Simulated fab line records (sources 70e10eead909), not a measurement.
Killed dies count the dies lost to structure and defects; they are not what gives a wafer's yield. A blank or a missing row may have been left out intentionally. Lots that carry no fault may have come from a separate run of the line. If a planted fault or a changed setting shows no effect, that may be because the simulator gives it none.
Chamber matching | flow nand-harc | NHARC_A_CONTACT_ETCH_96 on rie-diel-11 has 4 sister chambers
The step etches the open film in C4F6/O2, target depth 20 nm, time 10 s. 14 wafers are shown with their chamber, then 7 later ones without.

## WAFERS, EACH WITH ITS CHAMBER
wafer  | chamber | drypump-motor-current-A (A) | showerhead-plenum-p-Torr (Torr) | rf-vpp-V (V)
L729.1 | 2       | 5.4                         | 4.00                            | 548.2
L729.2 | 1       | 6.0                         | 3.99                            | 547.2
L729.5 | 2       | 5.4                         | 4.00                            | 548.0
L735.1 | 2       | 5.4                         | 4.00                            | 547.9
L735.2 | 0       | 5.8                         | 3.85                            | 546.1
L735.3 | 3       | 6.3                         | 4.10                            | 551.4
L736.2 | 1       | 6.0                         | 3.98                            | 547.8
L736.3 | 2       | 5.4                         | 4.00                            | 547.3
L736.4 | 3       | 6.2                         | 4.10                            | 550.2
L737.1 | 0       | 5.8                         | 3.84                            | 545.0
L737.2 | 3       | 6.2                         | 4.09                            | 549.0
L737.5 | 0       | 5.8                         | 3.84                            | 545.9
L739.4 | 1       | 6.0                         | 3.97                            | 547.7
L739.5 | 1       | 6.0                         | 3.97                            | 548.2

SIGNATURES, as means of the wafers listed above
reading                  | chamber 0 | chamber 1 | chamber 2 | chamber 3 | scatter within a chamber
drypump-motor-current-A  | 5.800     | 6.000     | 5.400     | 6.233     | 0.0258
showerhead-plenum-p-Torr | 3.8433    | 3.9775    | 4.0000    | 4.0967    | 0.00639
rf-vpp-V                 | 545.667   | 547.725   | 547.850   | 550.200   | 0.673
Rule: a wafer's distance from a chamber is the root of the sum, over the readings, of the square of ((its reading less the chamber's mean) divided by the reading's scatter). The wafer belongs to the nearest chamber; if the next one is less than 2 further off, it can't be placed. The scatter: the root of (the sum of the squares of (reading less its chamber's mean) over the shown wafers, divided by (wafers less chambers)).

## WAFERS WITH NO CHAMBER GIVEN
wafer  | drypump-motor-current-A (A) | showerhead-plenum-p-Torr (Torr) | rf-vpp-V (V)
L739.6 | 5.8                         | 3.84                            | 546.8
L750.1 | 6.2                         | 4.08                            | 549.5
L750.2 | 6.0                         | 3.97                            | 547.7
L750.4 | 5.8                         | 3.83                            | 545.1
L751.2 | 5.4                         | 3.98                            | 550.7
L751.3 | 6.2                         | 4.08                            | 550.7
L751.6 | 6.0                         | 3.96                            | 547.8

## THE CHAMBER EACH PASSED THROUGH
wafer  | from the rows above | in truth
L739.6 | 0                   | 0
L750.1 | 3                   | 3
L750.2 | 1                   | 1
L750.4 | 0                   | 0
L751.2 | 2                   | 2
L751.3 | 3                   | 3
L751.6 | 1                   | 1
Correct placement for 7 of the 7. Can't be placed from these rows: 0. Placed wrongly: 0.
